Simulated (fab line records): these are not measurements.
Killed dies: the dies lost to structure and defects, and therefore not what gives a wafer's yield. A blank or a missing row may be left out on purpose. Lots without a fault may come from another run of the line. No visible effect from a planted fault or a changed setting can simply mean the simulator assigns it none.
Which of the tools did it? / flow n5Finfet / Sampling: 6 lots, 18 wafers, 9 of 1938 route steps

## WHAT THE GAUGES SHOWED, per wafer
N5_BEOL_M4_RC_MEAS_101. Usual: DIBL_N 36.2 mV/V, standard deviation 1.4; DIBL_P 36.1 mV/V, standard deviation 1.5; IOFF_N 0.153 nA/um, standard deviation 0.02; IOFF_P 0.215 nA/um, standard deviation 0.03; ION_N 672 uA/um, standard deviation 8.6; ION_P 463 uA/um, standard deviation 6.8; SS_N 71.5 mV/dec, standard deviation 0.47; SS_P 73.3 mV/dec, standard deviation 0.57; VT_N 250.6 mV, standard deviation 2.4; VT_P -249 mV, standard deviation 3.2.
lot=L407; measured=day 8 01:47; on=prober-02; DIBL_N (mV/V)=34.2 36.8 33.5; DIBL_P (mV/V)=34.5 37.8 33.2; IOFF_N (nA/um)=0.138 0.194 0.126; IOFF_P (nA/um)=0.227 0.293 0.204; ION_N (uA/um)=667 698 671; ION_P (uA/um)=469 488 473; SS_N (mV/dec)=71.9 72.0 71.0; SS_P (mV/dec)=73.4 74.1 73.4; VT_N (mV)=252.3 244.4 253.8; VT_P (mV)=-246 -244 -246; flag=
lot=L406; measured=day 8 02:04; on=prober-01; DIBL_N (mV/V)=37.6 37.6 37.4; DIBL_P (mV/V)=37.9 38.2 37.4; IOFF_N (nA/um)=0.159 0.161 0.151; IOFF_P (nA/um)=0.247 0.259 0.246; ION_N (uA/um)=674 665 661; ION_P (uA/um)=474 465 464; SS_N (mV/dec)=72.6 72.1 72.0; SS_P (mV/dec)=72.9 73.1 73.3; VT_N (mV)=249.2 249.9 252.7; VT_P (mV)=-247 -245 -247; flag=
lot=L418; measured=day 10 20:43; on=prober-01; DIBL_N (mV/V)=37.5 38.5 37.3; DIBL_P (mV/V)=36.8 37.2 36.3; IOFF_N (nA/um)=0.169 0.191 0.152; IOFF_P (nA/um)=0.260 0.276 0.245; ION_N (uA/um)=677 673 669; ION_P (uA/um)=472 468 466; SS_N (mV/dec)=71.7 72.2 72.2; SS_P (mV/dec)=73.5 73.2 73.3; VT_N (mV)=249.0 244.8 251.9; VT_P (mV)=-247 -246 -245; flag=
lot=L426; measured=day 12 23:07; on=prober-02; DIBL_N (mV/V)=33.4 34.2 37.0; DIBL_P (mV/V)=33.3 34.3 37.3; IOFF_N (nA/um)=0.105 0.113 0.147; IOFF_P (nA/um)=0.157 0.175 0.210; ION_N (uA/um)=659 652 681; ION_P (uA/um)=456 451 467; SS_N (mV/dec)=71.1 71.2 71.7; SS_P (mV/dec)=72.7 72.6 73.5; VT_N (mV)=254.6 254.2 253.8; VT_P (mV)=-255 -251 -250; flag=
lot=L428; measured=day 13 08:04; on=prober-02; DIBL_N (mV/V)=35.3 34.6 34.8; DIBL_P (mV/V)=34.7 34.2 34.0; IOFF_N (nA/um)=0.139 0.141 0.134; IOFF_P (nA/um)=0.193 0.188 0.191; ION_N (uA/um)=673 679 679; ION_P (uA/um)=460 464 464; SS_N (mV/dec)=71.3 70.8 71.5; SS_P (mV/dec)=73.2 74.3 73.3; VT_N (mV)=253.2 253.1 251.2; VT_P (mV)=-250 -254 -251; flag=
lot=L429; measured=day 13 14:23; on=prober-01; DIBL_N (mV/V)=34.1 36.1 35.6; DIBL_P (mV/V)=35.2 37.2 36.6; IOFF_N (nA/um)=0.146 0.166 0.160; IOFF_P (nA/um)=0.200 0.217 0.213; ION_N (uA/um)=676 667 676; ION_P (uA/um)=467 462 461; SS_N (mV/dec)=70.4 71.7 71.5; SS_P (mV/dec)=73.2 73.4 73.7; VT_N (mV)=249.4 249.0 250.4; VT_P (mV)=-249 -247 -251; flag=

N5_BEOL_M13_CD_MEAS_17 targets a cd of 190 nm. Usual: 190.4 nm for cdNm, sd 1.5.
lot=L407; measured=day 10 23:00; on=cdSem-01; cdNm (nm)=192.0 191.0 192.2; flag=
lot=L406; measured=day 11 03:07; on=cdSem-02; cdNm (nm)=188.4 188.4 190.0; flag=
lot=L418; measured=day 13 22:46; on=cdSem-03; cdNm (nm)=190.1 191.1 189.7; flag=
lot=L426; measured=day 15 17:19; on=cdSem-03; cdNm (nm)=191.3 190.9 193.4; flag=
lot=L428; measured=day 16 06:43; on=cdSem-01; cdNm (nm)=190.8 189.1 190.2; flag=
lot=L429; measured=day 16 08:04; on=cdSem-02; cdNm (nm)=190.2 190.1 189.6; flag=

N5_BEOL_M13_OVL_MEAS_29. Usual: M13_OVL 2 nm, standard deviation 5.5.
lot=L407; measured=day 10 23:29; on=overlay-01; M13_OVL (nm)=-3 5 -2; flag=
lot=L406; measured=day 11 03:35; on=overlay-01; M13_OVL (nm)=-2 4 -6; flag=
lot=L418; measured=day 13 23:08; on=overlay-02; M13_OVL (nm)=1 4 4; flag=
lot=L426; measured=day 15 17:40; on=overlay-02; M13_OVL (nm)=5 1 8; flag=
lot=L428; measured=day 16 07:04; on=overlay-01; M13_OVL (nm)=-6 -7 3; flag=
lot=L429; measured=day 16 08:25; on=overlay-02; M13_OVL (nm)=6 -6 -5; flag=

N5_BEOL_M13_OCD_MEAS_35. Usual: 414 nm for trenchDepthNm, sd 4.7.
lot=L407; measured=day 11 00:07; on=ocd-01; trenchDepthNm (nm)=418 410 408; flag=
lot=L406; measured=day 11 04:13; on=ocd-01; trenchDepthNm (nm)=417 408 414; flag=
lot=L418; measured=day 13 23:46; on=ocd-02; trenchDepthNm (nm)=422 207 411; flag=OFF
lot=L426; measured=day 15 18:33; on=ocd-01; trenchDepthNm (nm)=419 413 424; flag=
lot=L428; measured=day 16 07:43; on=ocd-02; trenchDepthNm (nm)=415 415 413; flag=
lot=L429; measured=day 16 09:03; on=ocd-02; trenchDepthNm (nm)=412 412 423; flag=

N5_BEOL_M13_THK_MEAS_50: measures by xrf. Usual: M13_THK 419 nm, standard deviation 6.1.
lot=L407; measured=day 11 02:06; on=filmMetro-01; M13_THK (nm)=418 410 407; flag=
lot=L406; measured=day 11 11:04; on=filmMetro-01; M13_THK (nm)=421 412 416; flag=
lot=L418; measured=day 14 03:09; on=filmMetro-01; M13_THK (nm)=423 210 412; flag=OFF
lot=L426; measured=day 15 20:37; on=filmMetro-01; M13_THK (nm)=417 413 423; flag=
lot=L428; measured=day 16 10:40; on=filmMetro-02; M13_THK (nm)=420 424 421; flag=
lot=L429; measured=day 16 13:16; on=filmMetro-02; M13_THK (nm)=423 422 435; flag=

N5_BEOL_M13_RS_MEAS_54: uses a four-point probe to measure. Usual: M13_RS 0.0450 ohm/sq, standard deviation 0.00054.
lot=L407; measured=day 11 02:13; on=filmMetro-01; M13_RS (ohm/sq)=0.0445 0.0453 0.0457; flag=
lot=L406; measured=day 11 11:12; on=filmMetro-02; M13_RS (ohm/sq)=0.0444 0.0454 0.0449; flag=
lot=L418; measured=day 14 03:17; on=filmMetro-01; M13_RS (ohm/sq)=0.0439 0.0917 0.0453; flag=OFF
lot=L426; measured=day 15 20:47; on=filmMetro-02; M13_RS (ohm/sq)=0.0447 0.0452 0.0439; flag=
lot=L428; measured=day 16 10:47; on=filmMetro-01; M13_RS (ohm/sq)=0.0451 0.0448 0.0451; flag=
lot=L429; measured=day 16 13:23; on=filmMetro-01; M13_RS (ohm/sq)=0.0451 0.0452 0.0439; flag=

N5_BEOL_M15_RC_MEAS_101. Usual: COMB_M10 1.5e-11 S/m, standard deviation 3e-12; COMB_M11 1.49e-11 S/m, standard deviation 3e-12; COMB_M12 6.5e-12 S/m, standard deviation 1.5e-12; COMB_M14 3.9e-12 S/m, standard deviation 7.4e-13; COMB_M14_max_site 5.5e-12 S/m, standard deviation 1.3e-12; COMB_M15 2.6e-12 S/m, standard deviation 5.5e-13; COMB_M5 3.6e-11 S/m, standard deviation 7.7e-12; COMB_M6 2.6e-11 S/m, standard deviation 5.1e-12; COMB_M7 2.5e-11 S/m, standard deviation 5.1e-12; COMB_M8 2.6e-11 S/m, standard deviation 6.6e-12; COMB_M9 1.5e-11 S/m, standard deviation 3e-12; SERP_M10 3.06 ohm/um, standard deviation 0.059; SERP_M11 3.10 ohm/um, standard deviation 0.063; SERP_M12 0.641 ohm/um, standard deviation 0.013; SERP_M13 0.310 ohm/um, standard deviation 0.005; SERP_M13_max_site 0.313 ohm/um, standard deviation 0.0052; SERP_M14 0.1603 ohm/um, standard deviation 0.0025; SERP_M5 38.7 ohm/um, standard deviation 1.5; SERP_M5_max_site 40.1 ohm/um, standard deviation 1.7; SERP_M6 13.7 ohm/um, standard deviation 0.46; SERP_M7 13.9 ohm/um, standard deviation 0.39; SERP_M8 13.9 ohm/um, standard deviation 0.46; SERP_M9 3.08 ohm/um, standard deviation 0.067.
lot=L407; measured=day 11 16:46; on=prober-01; COMB_M10 (S/m)=1.4e-11 1e-11 1.5e-11; COMB_M11 (S/m)=1.8e-11 1.63e-11 1.02e-11; COMB_M12 (S/m)=6.4e-12 5.2e-12 6.9e-12; COMB_M14 (S/m)=5.3e-12 4.4e-12 4.3e-12; COMB_M14_max_site (S/m)=7e-12 5.7e-12 6e-12; COMB_M15 (S/m)=3e-12 3e-12 3e-12; COMB_M5 (S/m)=4.4e-11 3.2e-11 3.3e-11; COMB_M6 (S/m)=2.3e-11 3.6e-11 1.9e-11; COMB_M7 (S/m)=1.8e-11 2.5e-11 2.1e-11; COMB_M8 (S/m)=3.7e-11 3e-11 2.7e-11; COMB_M9 (S/m)=1.4e-11 1.4e-11 1.1e-11; SERP_M10 (ohm/um)=3.10 3.09 3.11; SERP_M11 (ohm/um)=3.07 3.08 3.14; SERP_M12 (ohm/um)=0.648 0.644 0.659; SERP_M13 (ohm/um)=0.306 0.310 0.314; SERP_M13_max_site (ohm/um)=0.311 0.314 0.318; SERP_M14 (ohm/um)=0.1607 0.1596 0.1635; SERP_M5 (ohm/um)=40.9 40.2 43.4; SERP_M5_max_site (ohm/um)=42.5 43.1 44.7; SERP_M6 (ohm/um)=14.0 14.2 13.1; SERP_M7 (ohm/um)=14.2 14.3 13.9; SERP_M8 (ohm/um)=13.0 13.1 13.2; SERP_M9 (ohm/um)=3.02 3.20 3.10; flag=
lot=L406; measured=day 12 00:00; on=prober-01; COMB_M10 (S/m)=1.8e-11 1.8e-11 1.7e-11; COMB_M11 (S/m)=1.71e-11 1.64e-11 1.96e-11; COMB_M12 (S/m)=8.8e-12 8.6e-12 6.9e-12; COMB_M14 (S/m)=4.8e-12 3.3e-12 3.8e-12; COMB_M14_max_site (S/m)=6.1e-12 4.4e-12 5.5e-12; COMB_M15 (S/m)=2.8e-12 3.5e-12 2.5e-12; COMB_M5 (S/m)=2.4e-11 2.9e-11 2.2e-11; COMB_M6 (S/m)=2.3e-11 1.7e-11 2.8e-11; COMB_M7 (S/m)=2.8e-11 2.7e-11 3.2e-11; COMB_M8 (S/m)=3e-11 2.7e-11 3.1e-11; COMB_M9 (S/m)=1.7e-11 1.6e-11 1.2e-11; SERP_M10 (ohm/um)=3.06 3.03 2.92; SERP_M11 (ohm/um)=3.08 3.09 3.16; SERP_M12 (ohm/um)=0.626 0.625 0.618; SERP_M13 (ohm/um)=0.308 0.315 0.309; SERP_M13_max_site (ohm/um)=0.311 0.318 0.311; SERP_M14 (ohm/um)=0.1649 0.1603 0.1586; SERP_M5 (ohm/um)=37.5 37.2 37.5; SERP_M5_max_site (ohm/um)=38.7 38.3 40.0; SERP_M6 (ohm/um)=13.0 13.5 13.1; SERP_M7 (ohm/um)=14.3 13.8 14.1; SERP_M8 (ohm/um)=14.3 13.7 14.4; SERP_M9 (ohm/um)=3.04 3.07 3.05; flag=
lot=L418; measured=day 14 13:11; on=prober-01; COMB_M10 (S/m)=1.4e-11 1.2e-11 1.7e-11; COMB_M11 (S/m)=2.3e-11 1.67e-11 1.57e-11; COMB_M12 (S/m)=8.5e-12 7.3e-12 7.3e-12; COMB_M14 (S/m)=3.4e-12 4.3e-12 4.3e-12; COMB_M14_max_site (S/m)=4.9e-12 5.4e-12 5.6e-12; COMB_M15 (S/m)=2.9e-12 2.5e-12 2.5e-12; COMB_M5 (S/m)=5e-11 3.2e-11 3.4e-11; COMB_M6 (S/m)=1.7e-11 1.8e-11 2.3e-11; COMB_M7 (S/m)=2.7e-11 2.7e-11 2.8e-11; COMB_M8 (S/m)=1.5e-11 2.2e-11 1.9e-11; COMB_M9 (S/m)=1.9e-11 1.4e-11 1.6e-11; SERP_M10 (ohm/um)=3.04 3.10 3.01; SERP_M11 (ohm/um)=3.15 3.17 3.08; SERP_M12 (ohm/um)=0.641 0.639 0.627; SERP_M13 (ohm/um)=0.305 0.648 0.321; SERP_M13_max_site (ohm/um)=0.308 0.661 0.326; SERP_M14 (ohm/um)=0.1597 0.1622 0.1576; SERP_M5 (ohm/um)=37.4 36.8 37.4; SERP_M5_max_site (ohm/um)=38.0 38.5 38.0; SERP_M6 (ohm/um)=14.5 14.2 14.7; SERP_M7 (ohm/um)=14.1 14.2 14.3; SERP_M8 (ohm/um)=14.2 13.8 14.0; SERP_M9 (ohm/um)=2.94 3.02 3.01; flag=OFF
lot=L426; measured=day 16 14:11; on=prober-01; COMB_M10 (S/m)=1.8e-11 1.6e-11 1.7e-11; COMB_M11 (S/m)=1.42e-11 1.8e-11 1.23e-11; COMB_M12 (S/m)=7.6e-12 6.5e-12 4.8e-12; COMB_M14 (S/m)=4.4e-12 5.2e-12 4.1e-12; COMB_M14_max_site (S/m)=5.1e-12 6.4e-12 5.6e-12; COMB_M15 (S/m)=3.5e-12 3.7e-12 3.3e-12; COMB_M5 (S/m)=3.4e-11 3.2e-11 3.7e-11; COMB_M6 (S/m)=3.5e-11 2.9e-11 2.7e-11; COMB_M7 (S/m)=3.9e-11 2.9e-11 2.5e-11; COMB_M8 (S/m)=2.4e-11 2.5e-11 2.7e-11; COMB_M9 (S/m)=1.8e-11 1.8e-11 1.1e-11; SERP_M10 (ohm/um)=3.03 3.07 3.10; SERP_M11 (ohm/um)=3.16 3.15 3.13; SERP_M12 (ohm/um)=0.625 0.639 0.660; SERP_M13 (ohm/um)=0.307 0.312 0.302; SERP_M13_max_site (ohm/um)=0.314 0.314 0.304; SERP_M14 (ohm/um)=0.1609 0.1663 0.1611; SERP_M5 (ohm/um)=39.0 38.7 38.5; SERP_M5_max_site (ohm/um)=39.6 39.8 40.3; SERP_M6 (ohm/um)=14.5 13.4 13.6; SERP_M7 (ohm/um)=13.8 13.9 13.4; SERP_M8 (ohm/um)=14.6 13.6 14.7; SERP_M9 (ohm/um)=3.07 3.17 3.04; flag=
lot=L428; measured=day 16 22:50; on=prober-01; COMB_M10 (S/m)=1.2e-11 1.7e-11 1.6e-11; COMB_M11 (S/m)=1.2e-11 1.47e-11 1.23e-11; COMB_M12 (S/m)=7.1e-12 7.4e-12 8.6e-12; COMB_M14 (S/m)=3.2e-12 3.9e-12 4.2e-12; COMB_M14_max_site (S/m)=3.9e-12 5e-12 7.5e-12; COMB_M15 (S/m)=3.3e-12 2.5e-12 3.5e-12; COMB_M5 (S/m)=2.4e-11 3.3e-11 2.8e-11; COMB_M6 (S/m)=2.2e-11 3.7e-11 2.6e-11; COMB_M7 (S/m)=2.8e-11 3e-11 3e-11; COMB_M8 (S/m)=2e-11 2.1e-11 1.6e-11; COMB_M9 (S/m)=1.8e-11 2.1e-11 2.3e-11; SERP_M10 (ohm/um)=3.11 3.05 3.10; SERP_M11 (ohm/um)=3.05 3.00 3.03; SERP_M12 (ohm/um)=0.638 0.637 0.625; SERP_M13 (ohm/um)=0.305 0.306 0.309; SERP_M13_max_site (ohm/um)=0.310 0.311 0.314; SERP_M14 (ohm/um)=0.1600 0.1652 0.1611; SERP_M5 (ohm/um)=39.9 37.4 37.8; SERP_M5_max_site (ohm/um)=41.3 39.1 38.8; SERP_M6 (ohm/um)=13.9 13.3 13.7; SERP_M7 (ohm/um)=14.2 13.9 14.4; SERP_M8 (ohm/um)=13.8 14.0 13.7; SERP_M9 (ohm/um)=3.10 3.05 3.09; flag=
lot=L429; measured=day 17 02:19; on=prober-02; COMB_M10 (S/m)=1.6e-11 1.1e-11 1.1e-11; COMB_M11 (S/m)=1.72e-11 2.13e-11 1.28e-11; COMB_M12 (S/m)=5.7e-12 3.5e-12 5.8e-12; COMB_M14 (S/m)=3.2e-12 2.7e-12 2.4e-12; COMB_M14_max_site (S/m)=4.4e-12 3.6e-12 3.2e-12; COMB_M15 (S/m)=1.6e-12 2.2e-12 2.5e-12; COMB_M5 (S/m)=3.9e-11 3.1e-11 3.2e-11; COMB_M6 (S/m)=3.1e-11 2.5e-11 2.4e-11; COMB_M7 (S/m)=2.8e-11 2.3e-11 2.2e-11; COMB_M8 (S/m)=2.3e-11 4.2e-11 2.5e-11; COMB_M9 (S/m)=1.2e-11 1.6e-11 1.6e-11; SERP_M10 (ohm/um)=3.17 2.99 3.09; SERP_M11 (ohm/um)=3.22 3.13 3.12; SERP_M12 (ohm/um)=0.654 0.678 0.661; SERP_M13 (ohm/um)=0.309 0.310 0.297; SERP_M13_max_site (ohm/um)=0.313 0.314 0.302; SERP_M14 (ohm/um)=0.1598 0.1580 0.1571; SERP_M5 (ohm/um)=39.1 37.6 37.5; SERP_M5_max_site (ohm/um)=39.5 38.1 39.4; SERP_M6 (ohm/um)=13.7 13.9 14.2; SERP_M7 (ohm/um)=13.7 13.6 14.4; SERP_M8 (ohm/um)=14.1 13.7 13.6; SERP_M9 (ohm/um)=3.10 3.12 3.08; flag=

## WHICH TOOL RAN EACH LOT (tool, then ch and the chambers of the sampled wafers, then the start)
lot=L407; N5_BEOL_M13_TRENCH_ETCH_34=rieDiel-05 ch 0,3, day 10 23:56; N5_BEOL_M13_SPUTTER_43=pvdSputter-03, day 11 00:39
lot=L406; N5_BEOL_M13_TRENCH_ETCH_34=rieDiel-05 ch 0,1,3, day 11 04:07; N5_BEOL_M13_SPUTTER_43=pvdSputter-02, day 11 09:24
lot=L418; N5_BEOL_M13_TRENCH_ETCH_34=rieDiel-05 ch 0,2, day 13 23:35; N5_BEOL_M13_SPUTTER_43=pvdSputter-03, day 14 02:06
lot=L426; N5_BEOL_M13_TRENCH_ETCH_34=rieDiel-01 ch 0,1,3, day 15 18:23; N5_BEOL_M13_SPUTTER_43=pvdSputter-03, day 15 19:35
lot=L428; N5_BEOL_M13_TRENCH_ETCH_34=rieDiel-06 ch 1,3, day 16 07:32; N5_BEOL_M13_SPUTTER_43=pvdSputter-01, day 16 08:20
lot=L429; N5_BEOL_M13_TRENCH_ETCH_34=rieDiel-01 ch 0,1,2, day 16 08:52; N5_BEOL_M13_SPUTTER_43=pvdSputter-01, day 16 11:32
- N5_BEOL_M13_TRENCH_ETCH_34: etches SiOC in C4F8/O2/Ar, target depth 413.47 nm, time 162.6 s.
- N5_BEOL_M13_SPUTTER_43: material TaN, target thk 15 nm, time 24.19 s.

## WHAT THE TOOLS THEMSELVES READ (means of the sampled wafers that have a number; where no wafer has one, the mark that the record gives instead)
N5_BEOL_M13_TRENCH_ETCH_34. Usual: drypumpMotorCurrentA 5.8 A, standard deviation 0.39; heInnerTorr 15.00 Torr, standard deviation 0.03; oesProductAu 0.79 a.u., standard deviation 0.084; rfVppV 666 V, standard deviation 3.9; showerheadPlenumPTorr 3.42 Torr, standard deviation 0.13; throttleValvePct 24.26 %, standard deviation 0.22.
lot=L407; tool=rieDiel-05; drypumpMotorCurrentA (A)=5.4; heInnerTorr (Torr)=15.00; oesProductAu (a.u.)=0.75; rfVppV (V)=661; showerheadPlenumPTorr (Torr)=3.28; throttleValvePct (%)=24.30; flag=
lot=L406; tool=rieDiel-05; drypumpMotorCurrentA (A)=5.7; heInnerTorr (Torr)=15.04; oesProductAu (a.u.)=0.76; rfVppV (V)=663; showerheadPlenumPTorr (Torr)=3.37; throttleValvePct (%)=24.30; flag=
lot=L418; tool=rieDiel-05; drypumpMotorCurrentA (A)=6.0; heInnerTorr (Torr)=15.00; oesProductAu (a.u.)=0.75; rfVppV (V)=664; showerheadPlenumPTorr (Torr)=3.42; throttleValvePct (%)=24.08; flag=
lot=L426; tool=rieDiel-01; drypumpMotorCurrentA (A)=5.4; heInnerTorr (Torr)=15.00; oesProductAu (a.u.)=0.88; rfVppV (V)=668; showerheadPlenumPTorr (Torr)=3.50; throttleValvePct (%)=24.06; flag=
lot=L428; tool=rieDiel-06; drypumpMotorCurrentA (A)=6.2; heInnerTorr (Torr)=15.00; oesProductAu (a.u.)=0.82; rfVppV (V)=669; showerheadPlenumPTorr (Torr)=3.50; throttleValvePct (%)=24.18; flag=
lot=L429; tool=rieDiel-01; drypumpMotorCurrentA (A)=5.6; heInnerTorr (Torr)=14.99; oesProductAu (a.u.)=0.80; rfVppV (V)=666; showerheadPlenumPTorr (Torr)=3.42; throttleValvePct (%)=24.27; flag=

N5_BEOL_M13_SPUTTER_43. Usual: cathodeDcPowerW 15000 W, standard deviation 2.6; throttleValvePct 30.3 %, standard deviation 0.92.
lot=L407; tool=pvdSputter-03; cathodeDcPowerW (W)=14999; throttleValvePct (%)=30.8; flag=
lot=L406; tool=pvdSputter-02; cathodeDcPowerW (W)=14999; throttleValvePct (%)=30.7; flag=
lot=L418; tool=pvdSputter-03; cathodeDcPowerW (W)=15004; throttleValvePct (%)=30.2; flag=
lot=L426; tool=pvdSputter-03; cathodeDcPowerW (W)=15001; throttleValvePct (%)=30.5; flag=
lot=L428; tool=pvdSputter-01; cathodeDcPowerW (W)=14999; throttleValvePct (%)=30.1; flag=
lot=L429; tool=pvdSputter-01; cathodeDcPowerW (W)=15000; throttleValvePct (%)=29.8; flag=

## THE ANSWER, worked out from the rows above alone
Rule: a lot is off if the mean of its wafers that have a number lies more than 3 standard deviations from the usual mean. Also off: a lot with no number at a reading for which 4 or more lots have one. All remaining lots with rows at the step are treated as sound. Order of review: gauges by route order, followed by the tools' own readings, for which a lot's mean as printed above is used. At the first step where some lot is off, the reading lying furthest off is the one used; lots without a number count as furthest.
Off at N5_BEOL_M13_OCD_MEAS_35 (trenchDepthNm): L418.
If a tool, at a process step before that reading, ran all the lots that are off and no sound lot after the first of them, it fits. Not tried: the gauges at N5_BEOL_M13_OCD_MEAS_35; whatever is off there is also off at N5_BEOL_M13_THK_MEAS_50, on other tools, and gauge error can't account for it. One candidate fits, namely rieDiel-05 at N5_BEOL_M13_TRENCH_ETCH_34. A fault onset in the window from L406 (day 11 04:07, its last sound lot) to L418 (day 13 23:35, its first lot off) fits.

## WHAT HAD BEEN PUT IN BY THE SIMULATOR
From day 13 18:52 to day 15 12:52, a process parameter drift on rieDiel-05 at N5_BEOL_M13_TRENCH_ETCH_34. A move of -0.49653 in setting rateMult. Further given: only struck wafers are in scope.
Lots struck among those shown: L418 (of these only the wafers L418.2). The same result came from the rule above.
